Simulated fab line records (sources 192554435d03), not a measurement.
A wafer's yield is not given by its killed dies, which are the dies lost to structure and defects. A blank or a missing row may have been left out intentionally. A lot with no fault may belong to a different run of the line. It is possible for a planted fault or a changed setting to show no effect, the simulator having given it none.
fab line records | flow n5-finfet
record: lots: 14 | wafers: 39 | last-day: 17
route steps=1938 shown MIM_TOP@1838 MIM_TOP_ETCH@1853 PASS1_CAP@1873 TV_LITHO@1880
lots with no fault: from the same line, run without faults
start-h: hours from the record's first day to the start of the lot's first wafer shown | wait-h: hours elapsed since this lot's preceding step | " the same as in the row above | L1.1+2: one row covering several wafers at once | - value missing, or start not given | * or withheld: withheld | < > ~ a bound
route shown NAME@n: NAME is a module with steps in the file, n the number in the route of the first one | usual: mean and standard deviation over wafers with no fault | same: alike in all rows | chamber/n: place in a boat | sites: readings site by site | _std_site: standard deviation of those values | _edge_site: the outer-site mean with the inner-site mean subtracted | radius-mm: for every site, how far away it sits from the centre of the wafer | mask NAME#n: copy n | behind: the most recent tool/chamber to have shaped the wafer | hold: the reason the lot was held/the length of the hold in hours/how it ended | device: the n, p or np transistor that did not switch | end of line: the route-end tests of the same wafers | step lacking rows: just its recipe | killed: not the wafer's yield, but the dies lost to structure and defects at the first sort | map: a wafer's dies, x killed, . not, _ none there
set.NAME: setting as actually run; set.NAME@STEP: the setting as run at that earlier step | model.NAME: the simulator's own value behind a step, which no gauge read
one table for each step of the route and one row for each wafer, over a sample of lots
services: a tool's chamber out of use, with start hour (start-h, from the record's first day; less than 0 if before it), hours out, and reason
== steps ==
step: N5_MIM_TOP_SPUTTER_03
recipe: material: TiN | target-thk-a: 350 | temp-c: 200 | power-w: 3000 | chamber-pressure-pa: 0.49996 | gas: Ar | reactive-partial-pa: 0.37997 | time-s: 89.7
usual: susceptor-temp-C: 200.00/0.16 | throttle-valve-pct: 29.9/1.3
lot.wafer | tool           | chamber | start-h | wait-h | susceptor-temp-C | throttle-valve-pct
L484.3    | pvd-sputter-01 | -       | 246.80  | 0.0    | 199.79           | 30.7
L484.5    | "              | -       | "       | "      | 199.89           | 29.2
L484.6    | "              | -       | "       | "      | 199.99           | 31.3
L487.2    | pvd-sputter-01 | -       | 273.98  | 0.0    | 200.00           | 29.0
L487.5    | "              | -       | "       | "      | 200.09           | 31.3
L489.1    | pvd-sputter-01 | -       | 288.23  | 0.0    | 199.94           | 29.0
L489.3    | "              | -       | "       | "      | 200.00           | 30.8
L489.5    | "              | -       | "       | "      | 199.99           | 30.5
L490.1    | pvd-sputter-03 | -       | 294.48  | 0.0    | 199.70           | 32.0
L490.2    | "              | -       | "       | "      | 200.01           | 30.0
L490.4    | "              | -       | "       | "      | 200.17           | 29.9
L492.1    | pvd-sputter-03 | -       | 294.60  | 0.0    | 200.00           | 30.4
L492.2    | "              | -       | "       | "      | 199.74           | 32.1
L492.3    | "              | -       | "       | "      | 200.12           | 29.9
L491.2    | pvd-sputter-03 | -       | 296.44  | 0.0    | 200.02           | 30.2
L491.5    | "              | -       | "       | "      | 199.88           | 30.1
L491.6    | "              | -       | "       | "      | 199.84           | 31.9
L493.3    | pvd-sputter-02 | -       | 304.87  | 0.0    | 200.09           | 29.8
L493.4    | "              | -       | "       | "      | 200.07           | 26.8
L494.3    | pvd-sputter-01 | -       | 312.61  | 0.0    | 200.04           | 29.4
L494.4    | "              | -       | "       | "      | 199.86           | 29.2
L494.6    | "              | -       | "       | "      | 200.17           | 31.1
L496.2    | pvd-sputter-02 | -       | 322.03  | 0.0    | 199.80           | 28.8
L496.3    | "              | -       | "       | "      | 200.28           | 29.6
L496.5    | "              | -       | "       | "      | 200.01           | 28.8
L497.4    | pvd-sputter-01 | -       | 333.06  | 0.0    | 200.02           | 29.3
L497.5    | "              | -       | "       | "      | 200.00           | 28.9
L501.1    | pvd-sputter-01 | -       | 370.31  | 0.0    | 199.77           | 28.8
L501.2    | "              | -       | "       | "      | 200.17           | 29.5
L501.6    | "              | -       | "       | "      | 200.00           | 30.7
L505.2    | pvd-sputter-03 | -       | 380.16  | 0.0    | 200.10           | 30.0
L505.3    | "              | -       | "       | "      | 199.98           | 30.2
L505.5    | "              | -       | "       | "      | 199.96           | 29.9
L506.2    | pvd-sputter-01 | -       | 385.12  | 0.0    | 200.14           | 29.0
L506.4    | "              | -       | "       | "      | 200.04           | 31.5
L506.5    | "              | -       | "       | "      | 199.96           | 31.0
L507.1    | pvd-sputter-01 | -       | 394.09  | 0.0    | 200.38           | 30.5
L507.3    | "              | -       | "       | "      | 199.93           | 29.4
L507.5    | "              | -       | "       | "      | 200.18           | 29.2
step: N5_MIM_TOP_ETCH_PECVD_03
recipe: material: SiNx | target-thk-a: 200 | temp-c: 400 | precursor: SiH4/NH3/N2 | pressure-torr: 1.5 | rf-w: 300 | time-s: 17.6
usual: heater-power-w: 780/110 | rf-fwd-power-W: 296.7/1 | showerhead-plenum-p-Torr: 5.109/0.028 | susceptor-temp-C: 400.01/0.2 | throttle-valve-pct: 39.5/1.9
lot.wafer | tool     | chamber | start-h | wait-h | heater-power-w | rf-fwd-power-W | showerhead-plenum-p-Torr | susceptor-temp-C | throttle-valve-pct
L484.3    | pecvd-04 | 1       | 247.70  | -      | 1013           | 297.6          | 5.096                    | 399.89           | 41.6
L484.5    | "        | 2       | "       | "      | 870            | 294.5          | 5.136                    | 399.93           | 38.6
L484.6    | "        | 1       | "       | "      | 1018           | 297.6          | 5.098                    | 400.13           | 41.8
L487.2    | pecvd-04 | 2       | 274.81  | -      | 987            | 295.0          | 5.148                    | 400.24           | 38.8
L487.5    | "        | 2       | "       | "      | 952            | 295.6          | 5.147                    | 400.12           | 38.5
L489.1    | pecvd-03 | 1       | 289.19  | -      | 827            | 296.6          | 5.070                    | 400.15           | 36.6
L489.3    | "        | 0       | "       | "      | 853            | 296.5          | 5.120                    | 400.15           | 39.5
L489.5    | "        | 2       | "       | "      | 629            | 297.2          | 5.137                    | 399.98           | 40.4
L490.1    | pecvd-02 | 0       | 295.25  | -      | 760            | 297.1          | 5.087                    | 399.69           | 39.7
L490.2    | "        | 1       | "       | "      | 745            | 297.8          | 5.144                    | 399.83           | 41.4
L490.4    | "        | 1       | "       | "      | 761            | 296.1          | 5.126                    | 399.90           | 41.5
L492.1    | pecvd-03 | 0       | 295.49  | -      | 869            | 296.2          | 5.113                    | 400.11           | 39.4
L492.2    | "        | 2       | "       | "      | 666            | 295.3          | 5.135                    | 400.30           | 40.5
L492.3    | "        | 1       | "       | "      | 906            | 296.9          | 5.078                    | 400.24           | 36.6
L491.2    | pecvd-02 | 0       | 297.64  | -      | 727            | 297.7          | 5.089                    | 399.86           | 39.9
L491.5    | "        | 2       | "       | "      | 732            | 295.9          | 5.087                    | 400.10           | 36.7
L491.6    | "        | 1       | "       | "      | 704            | 296.7          | 5.138                    | 399.90           | 41.4
L493.3    | pecvd-02 | 2       | 306.28  | -      | 741            | 295.9          | 5.106                    | 399.87           | 36.9
L493.4    | "        | 0       | "       | "      | 702            | 297.3          | 5.093                    | 400.09           | 39.7
L494.3    | pecvd-03 | 2       | 313.39  | -      | 677            | 298.4          | 5.134                    | 400.37           | 40.7
L494.4    | "        | 0       | "       | "      | 866            | 296.9          | 5.126                    | 399.90           | 39.3
L494.6    | "        | 1       | "       | "      | 881            | 296.9          | 5.066                    | 400.04           | 36.6
L496.2    | pecvd-04 | 1       | 322.80  | -      | 970            | 296.3          | 5.106                    | 400.07           | 41.7
L496.3    | "        | 2       | "       | "      | 978            | 294.8          | 5.153                    | 400.14           | 38.8
L496.5    | "        | 0       | "       | "      | 821            | 299.4          | 5.060                    | 400.24           | 42.0
L497.4    | pecvd-02 | 1       | 334.00  | -      | 741            | 297.1          | 5.140                    | 399.87           | 41.9
L497.5    | "        | 2       | "       | "      | 725            | 297.3          | 5.094                    | 399.96           | 36.8
L501.1    | pecvd-03 | 1       | 371.16  | -      | 810            | 296.6          | 5.076                    | 400.09           | 36.6
L501.2    | "        | 0       | "       | "      | 725            | 296.0          | 5.134                    | 399.79           | 39.5
L501.6    | "        | 0       | "       | "      | 773            | 296.2          | 5.135                    | 399.85           | 39.2
L505.2    | pecvd-02 | 2       | 380.93  | -      | 719            | 295.8          | 5.088                    | 399.94           | 37.1
L505.3    | "        | 1       | "       | "      | 775            | 297.5          | 5.159                    | 399.87           | 41.7
L505.5    | "        | 1       | "       | "      | 757            | 297.0          | 5.135                    | 400.01           | 41.5
L506.2    | pecvd-02 | 2       | 386.01  | -      | 672            | 296.8          | 5.089                    | 400.16           | 37.2
L506.4    | "        | 2       | "       | "      | 656            | 296.5          | 5.092                    | 399.65           | 37.0
L506.5    | "        | 0       | "       | "      | 785            | 297.9          | 5.091                    | 400.20           | 39.9
L507.1    | pecvd-02 | 0       | 395.11  | -      | 777            | 296.5          | 5.097                    | 400.39           | 39.9
L507.3    | "        | 1       | "       | "      | 743            | 296.7          | 5.144                    | 400.01           | 41.6
L507.5    | "        | 0       | "       | "      | 776            | 296.7          | 5.109                    | 400.32           | 40.1
step: N5_PASSIVATION_PECVD_55
recipe: material: SiO2 | target-thk-a: 4000 | temp-c: 400 | precursor: SiH4/N2O | pressure-torr: 2.7 | rf-w: 608 | time-s: 22.5
usual: heater-power-w: 668/92 | rf-fwd-power-W: 599.8/2.6 | showerhead-plenum-p-Torr: 8.12/0.054 | susceptor-temp-C: 399.98/0.23 | throttle-valve-pct: 50/4.4
lot.wafer | tool     | chamber | start-h | wait-h | heater-power-w | rf-fwd-power-W | showerhead-plenum-p-Torr | susceptor-temp-C | throttle-valve-pct
L484.3    | pecvd-01 | 2       | 249.44  | 0.0    | 803            | 601.5          | 8.21                     | 400.39           | 45
L484.5    | "        | 1       | "       | "      | 685            | 599.3          | 8.06                     | 400.27           | 59
L484.6    | "        | 0       | "       | "      | 590            | 596.9          | 8.05                     | 399.51           | 47
L487.2    | pecvd-01 | 2       | 276.16  | 0.0    | 746            | 601.3          | 8.22                     | 399.85           | 45
L487.5    | "        | 2       | "       | "      | 796            | 599.3          | 8.21                     | 399.60           | 45
L489.1    | pecvd-03 | 1       | 290.70  | 0.0    | 716            | 597.4          | 8.05                     | 399.92           | 47
L489.3    | "        | 0       | "       | "      | 588            | 598.8          | 8.13                     | 400.20           | 51
L489.5    | "        | 2       | "       | "      | 531            | 594.8          | 8.15                     | 399.85           | 52
L490.1    | pecvd-01 | 2       | 296.80  | 0.0    | 784            | 599.5          | 8.23                     | 400.27           | 45
L490.2    | "        | 1       | "       | "      | 688            | 603.5          | 8.10                     | 399.66           | 59
L490.4    | "        | 1       | "       | "      | 701            | 605.8          | 8.07                     | 399.90           | 59
L492.1    | pecvd-01 | 1       | 297.05  | 0.0    | 724            | 605.8          | 8.06                     | 399.76           | 59
L492.2    | "        | 2       | "       | "      | 821            | 599.9          | 8.22                     | 400.01           | 45
L492.3    | "        | 0       | "       | "      | 735            | 599.9          | 8.06                     | 399.79           | 47
L491.2    | pecvd-02 | 2       | 299.10  | 0.0    | 557            | 596.0          | 8.07                     | 399.74           | 47
L491.5    | "        | 0       | "       | "      | 596            | 602.6          | 8.09                     | 400.09           | 51
L491.6    | "        | 2       | "       | "      | 574            | 595.0          | 8.09                     | 399.96           | 48
L493.3    | pecvd-03 | 1       | 308.21  | 0.0    | 800            | 599.1          | 8.05                     | 399.82           | 47
L493.4    | "        | 0       | "       | "      | 595            | 595.7          | 8.13                     | 399.63           | 51
L494.3    | pecvd-02 | 2       | 314.72  | 0.0    | 519            | 597.3          | 8.10                     | 400.15           | 48
L494.4    | "        | 2       | "       | "      | 538            | 598.9          | 8.07                     | 400.06           | 47
L494.6    | "        | 0       | "       | "      | 696            | 600.9          | 8.11                     | 400.04           | 51
L496.2    | pecvd-03 | 0       | 324.26  | 0.0    | 749            | 600.0          | 8.12                     | 399.92           | 50
L496.3    | "        | 1       | "       | "      | 683            | 597.5          | 8.04                     | 399.93           | 47
L496.5    | "        | 0       | "       | "      | 587            | 600.4          | 8.14                     | 400.27           | 51
L497.4    | pecvd-03 | 0       | 335.50  | 0.0    | 688            | 603.1          | 8.15                     | 399.93           | 50
L497.5    | "        | 1       | "       | "      | 806            | 599.4          | 8.04                     | 400.02           | 47
L501.1    | pecvd-02 | 0       | 372.67  | 0.0    | 637            | 603.5          | 8.09                     | 399.96           | 51
L501.2    | "        | 2       | "       | "      | 561            | 595.6          | 8.08                     | 400.23           | 48
L501.6    | "        | 1       | "       | "      | 566            | 598.9          | 8.18                     | 399.86           | 54
L505.2    | pecvd-02 | 2       | 382.44  | 0.0    | 624            | 597.0          | 8.07                     | 399.95           | 48
L505.3    | "        | 1       | "       | "      | 676            | 602.7          | 8.15                     | 399.61           | 54
L505.5    | "        | 2       | "       | "      | 523            | 594.2          | 8.07                     | 400.16           | 48
L506.2    | pecvd-03 | 0       | 387.55  | 0.0    | 768            | 597.5          | 8.13                     | 400.17           | 50
L506.4    | "        | 1       | "       | "      | 813            | 599.9          | 8.07                     | 400.22           | 47
L506.5    | "        | 0       | "       | "      | 755            | 597.2          | 8.13                     | 399.77           | 51
L507.1    | pecvd-01 | 2       | 396.48  | 0.0    | 716            | 602.4          | 8.23                     | 400.20           | 45
L507.3    | "        | 0       | "       | "      | 766            | 598.6          | 8.07                     | 399.85           | 48
L507.5    | "        | 0       | "       | "      | 596            | 594.9          | 8.06                     | 400.14           | 48
step: N5_PASSIVATION_PEB_08
recipe: peb-temp-c: withheld | peb-time-s: *
usual: chill-plate-temp-C: * | exhaust-pa: 45.2/1
lot.wafer | tool           | chamber | start-h | wait-h | chill-plate-temp-C | exhaust-pa
L484.3    | litho-track-03 | 0       | 249.89  | 0.0    | *                  | 43.6
L484.5    | "              | 0       | "       | "      | *                  | 44.3
L484.6    | "              | 0       | "       | "      | *                  | 43.5
L487.2    | litho-track-02 | 0       | 277.68  | 0.0    | *                  | 45.4
L487.5    | "              | 0       | "       | "      | *                  | 45.2
L489.1    | litho-track-02 | 0       | 291.46  | 0.1    | *                  | 46.3
L489.3    | "              | 0       | "       | "      | *                  | 46.7
L489.5    | "              | 0       | "       | "      | *                  | 46.0
L490.1    | litho-track-05 | 0       | 298.91  | 0.1    | *                  | 44.0
L490.2    | "              | 0       | "       | "      | *                  | 45.4
L490.4    | "              | 0       | "       | "      | *                  | 45.2
L492.1    | litho-track-02 | 0       | 299.33  | 0.1    | *                  | 44.8
L492.2    | "              | 0       | "       | "      | *                  | 44.8
L492.3    | "              | 0       | "       | "      | *                  | 44.4
L491.2    | litho-track-05 | 0       | 299.37  | 0.0    | *                  | 45.8
L491.5    | "              | 0       | "       | "      | *                  | 46.3
L491.6    | "              | 0       | "       | "      | *                  | 46.3
L493.3    | litho-track-03 | 0       | 310.45  | 0.0    | *                  | 45.2
L493.4    | "              | 0       | "       | "      | *                  | 44.9
L494.3    | litho-track-03 | 0       | 315.10  | 0.0    | *                  | 45.4
L494.4    | "              | 0       | "       | "      | *                  | 44.4
L494.6    | "              | 0       | "       | "      | *                  | 44.9
L496.2    | litho-track-03 | 0       | 324.54  | 0.0    | *                  | 46.3
L496.3    | "              | 0       | "       | "      | *                  | 45.1
L496.5    | "              | 0       | "       | "      | *                  | 46.5
L497.4    | litho-track-03 | 0       | 335.77  | 0.0    | *                  | 45.9
L497.5    | "              | 0       | "       | "      | *                  | 46.4
L501.1    | litho-track-03 | 0       | 373.07  | 0.1    | *                  | 44.6
L501.2    | "              | 0       | "       | "      | *                  | 44.3
L501.6    | "              | 0       | "       | "      | *                  | 43.5
L505.2    | litho-track-05 | 0       | 384.54  | 0.0    | *                  | 45.9
L505.3    | "              | 0       | "       | "      | *                  | 45.1
L505.5    | "              | 0       | "       | "      | *                  | 44.6
L506.2    | litho-track-03 | -       | 387.83  | 0.0    | -                  | -
L506.4    | "              | -       | "       | "      | -                  | -
L506.5    | "              | -       | "       | "      | -                  | -
L507.1    | litho-track-03 | -       | 400.26  | 0.1    | -                  | -
L507.3    | "              | -       | "       | "      | -                  | -
L507.5    | "              | -       | "       | "      | -                  | -
== services ==
tool           | chamber | start-h | hours | kind
pecvd-03       | 2       | 228.10  | 7.4   | repair
pecvd-02       | 0       | 238.79  | 12.3  | repair
pecvd-04       | 0       | 259.29  | 2.1   | scheduled-down
pecvd-04       | 0       | 272.73  | 8.0   | repair
pecvd-01       | 0       | 276.77  | 4.4   | repair
pecvd-04       | -       | 286.91  | 2.5   | repair
pecvd-01       | 0       | 289.85  | 5.5   | scheduled-down
pecvd-04       | 2       | 305.03  | 5.5   | scheduled-down
pecvd-03       | -       | 305.30  | 1.0   | repair
litho-track-03 | -       | 305.49  | -     | consumable-replace:filter
pecvd-03       | -       | 330.53  | 1.1   | repair
pecvd-02       | 0       | 342.26  | 4.8   | repair
pecvd-04       | -       | 374.48  | 1.1   | repair
pecvd-03       | 2       | 377.92  | 5.5   | scheduled-down
pecvd-02       | 0       | 380.25  | 5.5   | scheduled-down
pvd-sputter-02 | -       | 396.91  | 3.8   | repair
pecvd-03       | 1       | 400.07  | 2.1   | scheduled-down
== key ==
first-sign: step: N5_PASSIVATION_PEB_08 | reading: tool-record | direction: missing
effect none on later readings
met-at N5_PASSIVATION_PEB_08
struck-lots L506,L507
later-rows-left-out L506.2,L506.4,L506.5,L507.1,L507.3,L507.5
sort-left-out L506.2,L506.4,L506.5,L507.1,L507.3,L507.5
not-acting-at N5_MIM_TOP_SPUTTER_03,N5_MIM_TOP_ETCH_PECVD_03,N5_PASSIVATION_PECVD_55
onset-between 373.07 387.83
fault: kind: skipped-step-whole | tool: litho-track-03 | chamber: - | onset-h: 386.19 | steps: N5_PASSIVATION_PEB_08 | scope: struck-lots-only
sort-left-out: the simulated sort isn't trusted on such a fault, so these wafers' sort isn't shown, and their yield isn't known
later-rows-left-out: the simulator's readings of these wafers behind a module that went badly wrong aren't trusted and aren't shown, but for the sort
